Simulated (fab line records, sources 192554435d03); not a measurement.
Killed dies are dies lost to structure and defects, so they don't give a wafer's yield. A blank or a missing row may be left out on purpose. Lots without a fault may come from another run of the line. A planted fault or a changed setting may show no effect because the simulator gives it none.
Which tool did it? | flow n5_finfet | 24 lots, 72 wafers sampled, at 5 steps of a route of 1938

WHAT THE GAUGES READ, wafer by wafer
N5_MOL_CONTACT_COAG_CD_MEAS_08: target cd 28 nm.
lot  | measured     | on        | cd_nm (nm)
L074 | day 4 17:26  | cd_sem-02 | 27.71 28.01 27.48
L075 | day 4 23:17  | cd_sem-02 | 27.59 27.75 28.21
L076 | day 5 05:32  | cd_sem-03 | 27.85 27.79 27.59
L077 | day 5 09:19  | cd_sem-01 | 27.65 28.00 28.04
L078 | day 5 16:05  | cd_sem-01 | 28.27 27.91 27.91
L079 | day 6 01:37  | cd_sem-01 | 27.82 27.71 27.98
L080 | day 6 04:33  | cd_sem-01 | 27.79 28.08 27.93
L081 | day 6 08:44  | cd_sem-03 | 28.05 27.69 28.16
L082 | day 6 13:34  | cd_sem-01 | 28.05 27.65 27.59
L083 | day 6 20:10  | cd_sem-03 | 28.18 27.97 28.04
L084 | day 7 05:13  | cd_sem-03 | 27.93 28.34 27.91
L085 | day 7 12:22  | cd_sem-03 | 28.06 27.58 28.12
L086 | day 7 23:48  | cd_sem-02 | 27.86 28.05 27.81
L087 | day 8 01:43  | cd_sem-03 | 27.86 27.88 27.66
L088 | day 8 06:31  | cd_sem-03 | 28.02 27.49 27.75
L089 | day 8 08:32  | cd_sem-02 | 27.92 27.45 27.46
L090 | day 8 14:52  | cd_sem-02 | 28.16 27.86 27.97
L091 | day 8 20:28  | cd_sem-01 | 27.96 27.86 27.50
L092 | day 9 08:56  | cd_sem-03 | 27.71 27.78 27.13
L093 | day 9 10:34  | cd_sem-03 | 28.00 28.14 27.92
L094 | day 9 16:00  | cd_sem-02 | 27.72 27.99 27.67
L095 | day 9 22:55  | cd_sem-03 | 28.05 27.72 28.24
L096 | day 10 12:23 | cd_sem-01 | 27.53 28.02 28.27
L097 | day 10 12:56 | cd_sem-02 | 28.16 27.58 28.10

N5_MOL_CONTACT_COAG_INSPECT_10: inspects for defects (brightfield).
lot  | measured     | on                | raw_defect_count
L074 | day 4 17:31  | defect_inspect-02 | 68 81 89
L075 | day 4 23:22  | defect_inspect-01 | 104 27 48
L076 | day 5 05:38  | defect_inspect-01 | 54 75 57
L077 | day 5 09:24  | defect_inspect-01 | 78 69 58
L078 | day 5 16:11  | defect_inspect-02 | 78 92 121
L079 | day 6 01:42  | defect_inspect-02 | 37 46 43
L080 | day 6 04:38  | defect_inspect-01 | 43 58 59
L081 | day 6 08:49  | defect_inspect-02 | 78 107 65
L082 | day 6 13:40  | defect_inspect-01 | 177 106 107
L083 | day 6 20:16  | defect_inspect-01 | 62 78 94
L084 | day 7 05:19  | defect_inspect-02 | 95 41 48
L085 | day 7 12:28  | defect_inspect-01 | 61 79 111
L086 | day 7 23:53  | defect_inspect-02 | 90 60 85
L087 | day 8 01:48  | defect_inspect-02 | 46 57 62
L088 | day 8 06:37  | defect_inspect-02 | 36 53 34
L089 | day 8 08:38  | defect_inspect-01 | 54 47 69
L090 | day 8 14:57  | defect_inspect-02 | 69 67 57
L091 | day 8 20:34  | defect_inspect-02 | 62 60 49
L092 | day 9 09:01  | defect_inspect-02 | 23 36 63
L093 | day 9 10:40  | defect_inspect-01 | 159 55 116
L094 | day 9 16:05  | defect_inspect-01 | 55 53 72
L095 | day 9 23:01  | defect_inspect-01 | 41 44 54
L096 | day 10 12:29 | defect_inspect-02 | 45 31 48
L097 | day 10 13:01 | defect_inspect-02 | 38 75 61

N5_MOL_CONTACT_COAG_CD_MEAS_99: target cd 17.2 nm.
lot  | measured     | on        | cd_nm (nm)
L074 | day 4 17:57  | cd_sem-03 | 16.7 18.3 18.1
L075 | day 4 23:48  | cd_sem-01 | 17.9 17.2 17.0
L076 | day 5 06:04  | cd_sem-01 | 16.7 17.0 18.0
L077 | day 5 09:50  | cd_sem-03 | 17.1 17.1 16.9
L078 | day 5 16:37  | cd_sem-03 | 17.6 16.2 17.1
L079 | day 6 02:16  | cd_sem-03 | 17.8 17.4 16.5
L080 | day 6 05:04  | cd_sem-03 | 17.3 17.6 17.4
L081 | day 6 09:16  | cd_sem-02 | 16.8 17.1 16.8
L082 | day 6 14:55  | cd_sem-01 | 17.4 17.0 17.1
L083 | day 6 21:04  | cd_sem-01 | 17.3 17.2 16.4
L084 | day 7 05:44  | cd_sem-02 | 17.4 17.3 17.3
L085 | day 7 12:55  | cd_sem-01 | 17.3 17.0 17.8
L086 | day 8 00:19  | cd_sem-03 | 16.9 17.4 17.3
L087 | day 8 02:30  | cd_sem-02 | 17.2 16.6 17.0
L088 | day 8 07:02  | cd_sem-01 | 17.2 17.1 16.8
L089 | day 8 09:07  | cd_sem-03 | 17.2 17.1 16.6
L090 | day 8 15:23  | cd_sem-01 | 16.9 17.5 17.3
L091 | day 8 21:07  | cd_sem-01 | 16.4 16.8 17.1
L092 | day 9 09:27  | cd_sem-03 | 17.1 17.5 17.3
L093 | day 9 11:05  | cd_sem-02 | 17.4 17.1 17.4
L094 | day 9 16:31  | cd_sem-01 | 18.0 16.9 17.6
L095 | day 9 23:28  | cd_sem-02 | 17.2 16.9 17.3
L096 | day 10 12:55 | cd_sem-01 | 18.0 17.2 17.3
L097 | day 10 14:18 | cd_sem-03 | 17.0 17.2 17.1

WHICH TOOL RAN EACH LOT (tool, then ch and the chambers of the sampled wafers, then the start)
lot  | N5_GATE_CUT_CMP_43            | N5_MOL_CONTACT_COAG_ETCH_110
L074 | cmp-04 ch 0,1,2, day 4 16:35  | rie_diel-05 ch 0,1, day 4 17:50
L075 | cmp-02 ch 0,1,3, day 4 22:18  | rie_diel-01 ch 0,1,2, day 4 23:41
L076 | cmp-01 ch 1,2, day 5 04:32    | rie_diel-01 ch 0,2,3, day 5 05:56
L077 | cmp-02 ch 0,1,3, day 5 08:23  | rie_diel-02 ch 1,2, day 5 09:43
L078 | cmp-02 ch 0,1, day 5 14:58    | rie_diel-02 ch 1,2,3, day 5 16:30
L079 | cmp-01 ch 0,1,3, day 6 00:37  | rie_diel-01 ch 0,1,3, day 6 02:09
L080 | cmp-01 ch 0,1,3, day 6 03:47  | rie_diel-01 ch 1,2, day 6 04:57
L081 | cmp-01 ch 1,3, day 6 07:41    | rie_diel-02 ch 1,3, day 6 09:08
L082 | cmp-04 ch 0,1, day 6 12:26    | rie_diel-01 ch 1,2, day 6 14:48
L083 | cmp-01 ch 1,2,3, day 6 19:07  | rie_diel-05 ch 0,1,3, day 6 20:57
L084 | cmp-01 ch 0,2,3, day 7 04:05  | rie_diel-02 ch 0,2,3, day 7 05:37
L085 | cmp-02 ch 0,2,3, day 7 11:28  | rie_diel-02 ch 0,1, day 7 12:47
L086 | cmp-01 ch 1,2,3, day 7 23:02  | rie_diel-01 ch 1,2, day 8 00:12
L087 | cmp-01 ch 1,2,3, day 8 00:52  | rie_diel-02 ch 0,2, day 8 02:23
L088 | cmp-04 ch 0,3, day 8 05:35    | rie_diel-02 ch 0,2, day 8 06:55
L089 | cmp-04 ch 0,2,3, day 8 07:32  | rie_diel-01 ch 0,1,3, day 8 09:00
L090 | cmp-04 ch 0,1,3, day 8 13:44  | rie_diel-02 ch 0,1,3, day 8 15:16
L091 | cmp-04 ch 1,2, day 8 19:32    | rie_diel-01 ch 0,1, day 8 20:59
L092 | cmp-01 ch 0,3, day 9 07:51    | rie_diel-01 ch 1,3, day 9 09:20
L093 | cmp-01 ch 0,3, day 9 09:34    | rie_diel-02 ch 0,1,2, day 9 10:58
L094 | cmp-01 ch 1,2,3, day 9 14:52  | rie_diel-05 ch 1,2,3, day 9 16:24
L095 | cmp-04 ch 0,1,2, day 9 21:54  | rie_diel-01 ch 0,1,2, day 9 23:20
L096 | cmp-01 ch 1,2,3, day 10 11:28 | rie_diel-02 ch 0,2, day 10 12:47
L097 | cmp-04 ch 0,1,3, day 10 11:58 | rie_diel-01 ch 0,1, day 10 14:11
- N5_GATE_CUT_CMP_43: polishes SiO2.
- N5_MOL_CONTACT_COAG_ETCH_110: etches Si in CF4/O2, target depth 2.5 nm, time 8 s.

WHAT THE TOOLS THEMSELVES READ (means of the sampled wafers that have a number; where no wafer has one, the mark that the record gives instead)
N5_GATE_CUT_CMP_43.
lot  | tool   | motor_current_A (A)
L074 | cmp-04 | 13.1
L075 | cmp-02 | 12.9
L076 | cmp-01 | 11.0
L077 | cmp-02 | 13.7
L078 | cmp-02 | 13.4
L079 | cmp-01 | 11.8
L080 | cmp-01 | 11.6
L081 | cmp-01 | 12.7
L082 | cmp-04 | 13.2
L083 | cmp-01 | 11.5
L084 | cmp-01 | 11.0
L085 | cmp-02 | 12.6
L086 | cmp-01 | 11.5
L087 | cmp-01 | 11.5
L088 | cmp-04 | 12.9
L089 | cmp-04 | 12.7
L090 | cmp-04 | 13.2
L091 | cmp-04 | 12.5
L092 | cmp-01 | 12.5
L093 | cmp-01 | 12.0
L094 | cmp-01 | 11.4
L095 | cmp-04 | 12.7
L096 | cmp-01 | 11.7
L097 | cmp-04 | 13.6

N5_MOL_CONTACT_COAG_ETCH_110.
lot  | tool        | O2_flow_sccm (sccm) | drypump_motor_current_A (A) | oes_product_au (a.u.) | rf_vpp_V (V) | showerhead_plenum_p_Torr (Torr) | throttle_valve_pct (%)
L074 | rie_diel-05 | 10.00               | 6.0                         | 0.73                  | 127          | 2.30                            | 10.77
L075 | rie_diel-01 | 10.00               | 6.0                         | 0.71                  | 123          | 2.21                            | 11.03
L076 | rie_diel-01 | 9.99                | 5.8                         | 0.76                  | 123          | 2.19                            | 10.89
L077 | rie_diel-02 | 9.99                | 5.6                         | 0.74                  | 125          | 2.13                            | 10.95
L078 | rie_diel-02 | 10.01               | 5.5                         | 0.77                  | 127          | 2.17                            | 10.91
L079 | rie_diel-01 | 10.01               | 5.7                         | 0.86                  | 123          | 2.25                            | 10.63
L080 | rie_diel-01 | 9.99                | 5.9                         | 0.72                  | 123          | 2.18                            | 10.93
L081 | rie_diel-02 | 10.00               | 5.5                         | 0.74                  | 128          | 2.19                            | 11.07
L082 | rie_diel-01 | 10.02               | 5.9                         | 0.72                  | 124          | 2.18                            | 10.94
L083 | rie_diel-05 | 10.00               | 6.0                         | 0.75                  | 128          | 2.31                            | 10.73
L084 | rie_diel-02 | 9.99                | 5.5                         | 0.77                  | 128          | 2.17                            | 10.86
L085 | rie_diel-02 | 9.98                | 5.8                         | 0.71                  | 125          | 2.11                            | 10.99
L086 | rie_diel-01 | 10.01               | 5.9                         | 0.72                  | 123          | 2.24                            | 10.95
L087 | rie_diel-02 | 10.01               | 5.5                         | 0.77                  | 125          | 2.15                            | 10.73
L088 | rie_diel-02 | 9.99                | 5.5                         | 0.77                  | 127          | 2.15                            | 10.73
L089 | rie_diel-01 | 10.03               | 5.7                         | 0.83                  | 123          | 2.25                            | 10.68
L090 | rie_diel-02 | 10.03               | 5.6                         | 0.81                  | 126          | 2.23                            | 10.82
L091 | rie_diel-01 | 9.98                | 6.0                         | 0.83                  | 124          | 2.23                            | 10.75
L092 | rie_diel-01 | 10.01               | 5.4                         | 0.80                  | 123          | 2.26                            | 10.64
L093 | rie_diel-02 | 9.96                | 5.6                         | 0.81                  | 126          | 2.21                            | 10.70
L094 | rie_diel-05 | 9.99                | 5.7                         | 0.76                  | 126          | 2.25                            | 10.72
L095 | rie_diel-01 | 10.00               | 6.0                         | 0.76                  | 124          | 2.20                            | 10.90
L096 | rie_diel-02 | 9.99                | 5.7                         | 0.73                  | 126          | 2.12                            | 10.89
L097 | rie_diel-01 | 9.99                | 5.9                         | 0.76                  | 124          | 2.26                            | 10.88

THE ANSWER, worked out from the rows above alone
Rule: what is usual is taken from the lots themselves. Put in order of their means at a reading, lots are off if they are a third of the lots or fewer, leave a main group of 4 or more, and stand apart from it by a gap of 3 or more times the standard deviation of the main group's means; of several such gaps the widest counts. A main group whose means are all the same, to the digits that the tables above print for the reading, isn't used. A lot without any number at a reading at which 4 lots or more have one is off too. The other lots that the step has rows for count as sound. The gauges are gone through in route order, then the tools' own readings, and for those a lot's mean is taken as printed above. The first step at which some lot is off is used, and at that step the reading that is off furthest; a lot without a number counts as furthest.
No lot is off at any reading shown: from this, nothing can be told.

WHAT THE SIMULATOR HAD PUT IN
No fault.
